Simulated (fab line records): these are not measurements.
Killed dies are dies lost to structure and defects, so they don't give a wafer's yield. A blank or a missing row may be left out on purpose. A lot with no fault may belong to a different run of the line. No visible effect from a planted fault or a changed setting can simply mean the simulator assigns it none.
What tool caused it? :: flow n5-finfet :: 14 lots with 42 wafers sampled at 5 steps, on a route of 1938 steps

== WHAT THE GAUGES SHOWED, per wafer ==
N5_BEOL_M13_THK_MEAS_50: measures by xrf.
lot: L774
measured: day 10 13:29
on: film-metro-01
M13_THK (nm): 430 420 420

lot: L776
measured: day 10 20:28
on: film-metro-01
M13_THK (nm): 415 414 416

lot: L775
measured: day 11 01:22
on: film-metro-01
M13_THK (nm): 425 410 413

lot: L777
measured: day 11 22:14
on: film-metro-02
M13_THK (nm): 418 415 421

lot: L779
measured: day 12 03:37
on: film-metro-01
M13_THK (nm): 429 416 414

lot: L778
measured: day 12 15:36
on: film-metro-01
M13_THK (nm): 422 418 418

lot: L782
measured: day 12 16:48
on: film-metro-01
M13_THK (nm): 427 413 416

lot: L783
measured: day 13 08:33
on: film-metro-02
M13_THK (nm): 417 420 420

lot: L785
measured: day 13 16:36
on: film-metro-02
M13_THK (nm): 416 419 424

lot: L793
measured: day 15 14:57
on: film-metro-02
M13_THK (nm): 417 404 421

lot: L794
measured: day 16 01:14
on: film-metro-02
M13_THK (nm): 419 423 427

lot: L795
measured: day 16 00:05
on: film-metro-01
M13_THK (nm): 420 426 421

lot: L796
measured: day 16 18:40
on: film-metro-02
M13_THK (nm): 423 416 416

lot: L797
measured: day 16 18:16
on: film-metro-02
M13_THK (nm): 424 420 417

N5_BEOL_M14_CD_MEAS_17: target cd 250 nm.
lot: L774
measured: day 10 14:41
on: cd-sem-01
cd-nm (nm): 249.1 252.5 253.0

lot: L776
measured: day 10 22:14
on: cd-sem-02
cd-nm (nm): 248.9 248.6 249.9

lot: L775
measured: day 11 02:39
on: cd-sem-03
cd-nm (nm): 249.0 250.2 249.4

lot: L777
measured: day 11 23:47
on: cd-sem-01
cd-nm (nm): 250.3 251.9 248.1

lot: L779
measured: day 12 04:50
on: cd-sem-02
cd-nm (nm): 251.4 253.6 252.8

lot: L778
measured: day 12 16:49
on: cd-sem-02
cd-nm (nm): 251.6 248.4 253.2

lot: L782
measured: day 12 18:45
on: cd-sem-03
cd-nm (nm): 248.3 252.5 248.2

lot: L783
measured: day 13 09:49
on: cd-sem-02
cd-nm (nm): - - -

lot: L785
measured: day 13 17:50
on: cd-sem-01
cd-nm (nm): - - -

lot: L793
measured: day 15 16:10
on: cd-sem-02
cd-nm (nm): 251.8 251.6 252.9

lot: L794
measured: day 16 02:26
on: cd-sem-03
cd-nm (nm): 245.8 248.0 244.9

lot: L795
measured: day 16 01:17
on: cd-sem-01
cd-nm (nm): 250.0 251.9 250.5

lot: L796
measured: day 16 20:05
on: cd-sem-02
cd-nm (nm): 254.2 252.9 254.0

lot: L797
measured: day 16 19:28
on: cd-sem-01
cd-nm (nm): 245.5 250.5 247.1

== TOOL THAT RAN EACH LOT (tool first, then ch and the chambers of the sampled wafers, then the start) ==
lot: L774
N5_BEOL_M13_DESCUM_33: rie-diel-04 ch 0,1,2, day 10 08:18
N5_BEOL_M13_DEGAS_41: pvd-sputter-02, day 10 12:22
N5_BEOL_M14_VIA_ETCH_16: rie-diel-03 ch 0,2,3, day 10 14:20

lot: L776
N5_BEOL_M13_DESCUM_33: rie-diel-02 ch 2,3, day 10 17:35
N5_BEOL_M13_DEGAS_41: pvd-sputter-02, day 10 19:22
N5_BEOL_M14_VIA_ETCH_16: rie-diel-06 ch 1,3, day 10 21:54

lot: L775
N5_BEOL_M13_DESCUM_33: rie-diel-01 ch 1,3, day 10 22:51
N5_BEOL_M13_DEGAS_41: pvd-sputter-01, day 11 00:15
N5_BEOL_M14_VIA_ETCH_16: rie-diel-06 ch 1,2,3, day 11 02:18

lot: L777
N5_BEOL_M13_DESCUM_33: rie-diel-04 ch 0,1,2, day 11 18:23
N5_BEOL_M13_DEGAS_41: pvd-sputter-01, day 11 21:08
N5_BEOL_M14_VIA_ETCH_16: rie-diel-06 ch 0,2,3, day 11 23:26

lot: L779
N5_BEOL_M13_DESCUM_33: rie-diel-01 ch 1,2, day 12 00:47
N5_BEOL_M13_DEGAS_41: pvd-sputter-01, day 12 02:29
N5_BEOL_M14_VIA_ETCH_16: rie-diel-03 ch 0,2, day 12 04:29

lot: L778
N5_BEOL_M13_DESCUM_33: rie-diel-02 ch 0,3, day 12 08:56
N5_BEOL_M13_DEGAS_41: pvd-sputter-02, day 12 14:22
N5_BEOL_M14_VIA_ETCH_16: rie-diel-06 ch 0,1,3, day 12 16:28

lot: L782
N5_BEOL_M13_DESCUM_33: rie-diel-01 ch 0,2, day 12 09:08
N5_BEOL_M13_DEGAS_41: pvd-sputter-03, day 12 15:41
N5_BEOL_M14_VIA_ETCH_16: rie-diel-05 ch 0,2,3, day 12 18:25

lot: L783
N5_BEOL_M13_DESCUM_33: rie-diel-02 ch 0,1,3, day 13 05:43
N5_BEOL_M13_DEGAS_41: pvd-sputter-02, day 13 07:26
N5_BEOL_M14_VIA_ETCH_16: rie-diel-03 ch 0,1,3, day 13 09:28

lot: L785
N5_BEOL_M13_DESCUM_33: rie-diel-02 ch 0,1,2, day 13 14:13
N5_BEOL_M13_DEGAS_41: pvd-sputter-01, day 13 15:29
N5_BEOL_M14_VIA_ETCH_16: rie-diel-05 ch 1,2,3, day 13 17:29

lot: L793
N5_BEOL_M13_DESCUM_33: rie-diel-01 ch 1,2,3, day 15 08:47
N5_BEOL_M13_DEGAS_41: pvd-sputter-01, day 15 13:50
N5_BEOL_M14_VIA_ETCH_16: rie-diel-03 ch 0,1,2, day 15 15:49

lot: L794
N5_BEOL_M13_DESCUM_33: rie-diel-02 ch 0,1,3, day 15 15:19
N5_BEOL_M13_DEGAS_41: pvd-sputter-03, day 15 23:50
N5_BEOL_M14_VIA_ETCH_16: rie-diel-05 ch 2,3, day 16 02:05

lot: L795
N5_BEOL_M13_DESCUM_33: rie-diel-02 ch 0,1,3, day 15 16:37
N5_BEOL_M13_DEGAS_41: pvd-sputter-01, day 15 22:58
N5_BEOL_M14_VIA_ETCH_16: rie-diel-06 ch 0,2,3, day 16 00:57

lot: L796
N5_BEOL_M13_DESCUM_33: rie-diel-01 ch 0,1,2, day 16 14:55
N5_BEOL_M13_DEGAS_41: pvd-sputter-02, day 16 16:24
N5_BEOL_M14_VIA_ETCH_16: rie-diel-06 ch 0,2,3, day 16 19:44

lot: L797
N5_BEOL_M13_DESCUM_33: rie-diel-04 ch 0,1,3, day 16 14:56
N5_BEOL_M13_DEGAS_41: pvd-sputter-03, day 16 16:16
N5_BEOL_M14_VIA_ETCH_16: rie-diel-03 ch 0,2,3, day 16 19:07
- N5_BEOL_M13_DESCUM_33: chemistry O2, time 7.9 s.
- N5_BEOL_M13_DEGAS_41: time 60 s.
- N5_BEOL_M14_VIA_ETCH_16: etches SiO2 in C4F8/O2/Ar, target depth 1231.3 nm.

== AS READ BY THE TOOLS THEMSELVES (means over the sampled wafers that have a number; for cases with no such wafer, the mark the record gives instead) ==
N5_BEOL_M13_DESCUM_33.
lot: L774
tool: rie-diel-04
drypump-motor-current-A (A): 5.1
oes-product-au (a.u.): 0.93
rf-vpp-V (V): 243.1
showerhead-plenum-p-Torr (Torr): 2.13
throttle-valve-pct (%): 20.13

lot: L776
tool: rie-diel-02
drypump-motor-current-A (A): 5.0
oes-product-au (a.u.): 0.75
rf-vpp-V (V): 243.2
showerhead-plenum-p-Torr (Torr): 2.06
throttle-valve-pct (%): 20.37

lot: L775
tool: rie-diel-01
drypump-motor-current-A (A): 5.8
oes-product-au (a.u.): 0.77
rf-vpp-V (V): 243.8
showerhead-plenum-p-Torr (Torr): 2.12
throttle-valve-pct (%): 20.19

lot: L777
tool: rie-diel-04
drypump-motor-current-A (A): 5.1
oes-product-au (a.u.): 0.90
rf-vpp-V (V): 243.7
showerhead-plenum-p-Torr (Torr): 2.13
throttle-valve-pct (%): 20.15

lot: L779
tool: rie-diel-01
drypump-motor-current-A (A): 5.6
oes-product-au (a.u.): 0.77
rf-vpp-V (V): 243.1
showerhead-plenum-p-Torr (Torr): 2.07
throttle-valve-pct (%): 20.36

lot: L778
tool: rie-diel-02
drypump-motor-current-A (A): 6.0
oes-product-au (a.u.): 0.89
rf-vpp-V (V): 243.0
showerhead-plenum-p-Torr (Torr): 2.09
throttle-valve-pct (%): 20.00

lot: L782
tool: rie-diel-01
drypump-motor-current-A (A): 5.4
oes-product-au (a.u.): 0.72
rf-vpp-V (V): 244.1
showerhead-plenum-p-Torr (Torr): 2.12
throttle-valve-pct (%): 20.55

lot: L783
tool: rie-diel-02
drypump-motor-current-A (A): 5.7
oes-product-au (a.u.): 0.82
rf-vpp-V (V): 243.0
showerhead-plenum-p-Torr (Torr): 2.10
throttle-valve-pct (%): 20.27

lot: L785
tool: rie-diel-02
drypump-motor-current-A (A): 5.7
oes-product-au (a.u.): 0.77
rf-vpp-V (V): 243.6
showerhead-plenum-p-Torr (Torr): 2.11
throttle-valve-pct (%): 20.25

lot: L793
tool: rie-diel-01
drypump-motor-current-A (A): 5.7
oes-product-au (a.u.): 0.74
rf-vpp-V (V): 243.3
showerhead-plenum-p-Torr (Torr): 2.08
throttle-valve-pct (%): 20.31

lot: L794
tool: rie-diel-02
drypump-motor-current-A (A): 5.7
oes-product-au (a.u.): 0.80
rf-vpp-V (V): 243.2
showerhead-plenum-p-Torr (Torr): 2.10
throttle-valve-pct (%): 20.30

lot: L795
tool: rie-diel-02
drypump-motor-current-A (A): 5.7
oes-product-au (a.u.): 0.79
rf-vpp-V (V): 243.2
showerhead-plenum-p-Torr (Torr): 2.10
throttle-valve-pct (%): 20.30

lot: L796
tool: rie-diel-01
drypump-motor-current-A (A): 5.6
oes-product-au (a.u.): 0.77
rf-vpp-V (V): 242.9
showerhead-plenum-p-Torr (Torr): 2.10
throttle-valve-pct (%): 20.37

lot: L797
tool: rie-diel-04
drypump-motor-current-A (A): 5.5
oes-product-au (a.u.): 0.88
rf-vpp-V (V): 244.1
showerhead-plenum-p-Torr (Torr): 2.13
throttle-valve-pct (%): 20.30

N5_BEOL_M13_DEGAS_41.
lot: L774
tool: pvd-sputter-02
heater-power-w (W): 396

lot: L776
tool: pvd-sputter-02
heater-power-w (W): 398

lot: L775
tool: pvd-sputter-01
heater-power-w (W): 361

lot: L777
tool: pvd-sputter-01
heater-power-w (W): 367

lot: L779
tool: pvd-sputter-01
heater-power-w (W): 390

lot: L778
tool: pvd-sputter-02
heater-power-w (W): 366

lot: L782
tool: pvd-sputter-03
heater-power-w (W): 352

lot: L783
tool: pvd-sputter-02
heater-power-w (W): 374

lot: L785
tool: pvd-sputter-01
heater-power-w (W): 401

lot: L793
tool: pvd-sputter-01
heater-power-w (W): 375

lot: L794
tool: pvd-sputter-03
heater-power-w (W): 329

lot: L795
tool: pvd-sputter-01
heater-power-w (W): 368

lot: L796
tool: pvd-sputter-02
heater-power-w (W): 342

lot: L797
tool: pvd-sputter-03
heater-power-w (W): 349

N5_BEOL_M14_VIA_ETCH_16.
lot: L774
tool: rie-diel-03
C4F8_flow_sccm (sccm): 15.97
O2_flow_sccm (sccm): 12.03
drypump-motor-current-A (A): 6.0
oes_f_703_au (a.u.): 0.79
oes-product-au (a.u.): 0.71
rf-vpp-V (V): 2221
showerhead-plenum-p-Torr (Torr): 3.32
throttle-valve-pct (%): 30.91

lot: L776
tool: rie-diel-06
C4F8_flow_sccm (sccm): 16.03
O2_flow_sccm (sccm): 12.03
drypump-motor-current-A (A): 5.8
oes_f_703_au (a.u.): 0.75
oes-product-au (a.u.): 0.66
rf-vpp-V (V): 2213
showerhead-plenum-p-Torr (Torr): 3.37
throttle-valve-pct (%): 30.57

lot: L775
tool: rie-diel-06
C4F8_flow_sccm (sccm): 16.00
O2_flow_sccm (sccm): 12.01
drypump-motor-current-A (A): 5.9
oes_f_703_au (a.u.): 0.79
oes-product-au (a.u.): 0.71
rf-vpp-V (V): 2208
showerhead-plenum-p-Torr (Torr): 3.44
throttle-valve-pct (%): 30.58

lot: L777
tool: rie-diel-06
C4F8_flow_sccm (sccm): 16.00
O2_flow_sccm (sccm): 11.98
drypump-motor-current-A (A): 5.7
oes_f_703_au (a.u.): 0.84
oes-product-au (a.u.): 0.76
rf-vpp-V (V): 2229
showerhead-plenum-p-Torr (Torr): 3.47
throttle-valve-pct (%): 30.70

lot: L779
tool: rie-diel-03
C4F8_flow_sccm (sccm): 16.05
O2_flow_sccm (sccm): 12.01
drypump-motor-current-A (A): 6.1
oes_f_703_au (a.u.): 0.77
oes-product-au (a.u.): 0.69
rf-vpp-V (V): 2212
showerhead-plenum-p-Torr (Torr): 3.31
throttle-valve-pct (%): 30.99

lot: L778
tool: rie-diel-06
C4F8_flow_sccm (sccm): 16.02
O2_flow_sccm (sccm): 11.97
drypump-motor-current-A (A): 5.6
oes_f_703_au (a.u.): 0.79
oes-product-au (a.u.): 0.71
rf-vpp-V (V): 2231
showerhead-plenum-p-Torr (Torr): 3.40
throttle-valve-pct (%): 30.71

lot: L782
tool: rie-diel-05
C4F8_flow_sccm (sccm): 15.97
O2_flow_sccm (sccm): 12.01
drypump-motor-current-A (A): 5.5
oes_f_703_au (a.u.): 0.76
oes-product-au (a.u.): 0.68
rf-vpp-V (V): 2231
showerhead-plenum-p-Torr (Torr): 3.44
throttle-valve-pct (%): 30.89

lot: L783
tool: rie-diel-03
C4F8_flow_sccm (sccm): -
O2_flow_sccm (sccm): -
drypump-motor-current-A (A): -
oes_f_703_au (a.u.): -
oes-product-au (a.u.): -
rf-vpp-V (V): -
showerhead-plenum-p-Torr (Torr): -
throttle-valve-pct (%): -

lot: L785
tool: rie-diel-05
C4F8_flow_sccm (sccm): -
O2_flow_sccm (sccm): -
drypump-motor-current-A (A): -
oes_f_703_au (a.u.): -
oes-product-au (a.u.): -
rf-vpp-V (V): -
showerhead-plenum-p-Torr (Torr): -
throttle-valve-pct (%): -

lot: L793
tool: rie-diel-03
C4F8_flow_sccm (sccm): 15.99
O2_flow_sccm (sccm): 11.98
drypump-motor-current-A (A): 5.9
oes_f_703_au (a.u.): 0.78
oes-product-au (a.u.): 0.69
rf-vpp-V (V): 2236
showerhead-plenum-p-Torr (Torr): 3.35
throttle-valve-pct (%): 30.97

lot: L794
tool: rie-diel-05
C4F8_flow_sccm (sccm): 16.02
O2_flow_sccm (sccm): 11.99
drypump-motor-current-A (A): 5.4
oes_f_703_au (a.u.): 0.77
oes-product-au (a.u.): 0.71
rf-vpp-V (V): 2261
showerhead-plenum-p-Torr (Torr): 3.41
throttle-valve-pct (%): 30.99

lot: L795
tool: rie-diel-06
C4F8_flow_sccm (sccm): 15.99
O2_flow_sccm (sccm): 12.00
drypump-motor-current-A (A): 5.7
oes_f_703_au (a.u.): 0.87
oes-product-au (a.u.): 0.79
rf-vpp-V (V): 2239
showerhead-plenum-p-Torr (Torr): 3.59
throttle-valve-pct (%): 30.68

lot: L796
tool: rie-diel-06
C4F8_flow_sccm (sccm): 15.99
O2_flow_sccm (sccm): 11.99
drypump-motor-current-A (A): 5.7
oes_f_703_au (a.u.): 0.86
oes-product-au (a.u.): 0.78
rf-vpp-V (V): 2241
showerhead-plenum-p-Torr (Torr): 3.58
throttle-valve-pct (%): 30.67

lot: L797
tool: rie-diel-03
C4F8_flow_sccm (sccm): 15.97
O2_flow_sccm (sccm): 12.01
drypump-motor-current-A (A): 6.0
oes_f_703_au (a.u.): 0.75
oes-product-au (a.u.): 0.67
rf-vpp-V (V): 2218
showerhead-plenum-p-Torr (Torr): 3.30
throttle-valve-pct (%): 30.95

== THE ANSWER, worked out from the rows above alone ==
Rule: the lots themselves supply what counts as usual. Put in order of their means at a reading, lots are off if they are a third of the lots or fewer, leave a main group of 4 or more, and stand apart from it by a gap of 3 or more times the standard deviation of the main group's means; of several such gaps the widest counts. If all means in a main group match to the digits the tables above print for the reading, that group is not used. A lot without any number at a reading at which 4 lots or more have one is off too. The other lots that the step has rows for count as sound. First the gauges in route order, then the tools' own readings, where a lot's mean is used as printed above. The first step at which some lot is off is used, and at that step the reading that is off furthest; a lot without a number counts as furthest.
Off: L783, L785, at N5_BEOL_M14_CD_MEAS_17 (cd-nm). Without a number there: L783, L785. Mean 250.3 nm and standard deviation 2 in the main group.
If a tool, at a process step before that reading, ran all the lots that are off and no sound lot after the first of them, it fits. Not tried: the gauges at N5_BEOL_M14_CD_MEAS_17; whatever is off there is also off at N5_BEOL_M14_VIA_ETCH_16, on other tools, and gauge error can't account for it. Not one of the candidates tried fits.

== WHAT THE SIMULATOR PUT IN ==
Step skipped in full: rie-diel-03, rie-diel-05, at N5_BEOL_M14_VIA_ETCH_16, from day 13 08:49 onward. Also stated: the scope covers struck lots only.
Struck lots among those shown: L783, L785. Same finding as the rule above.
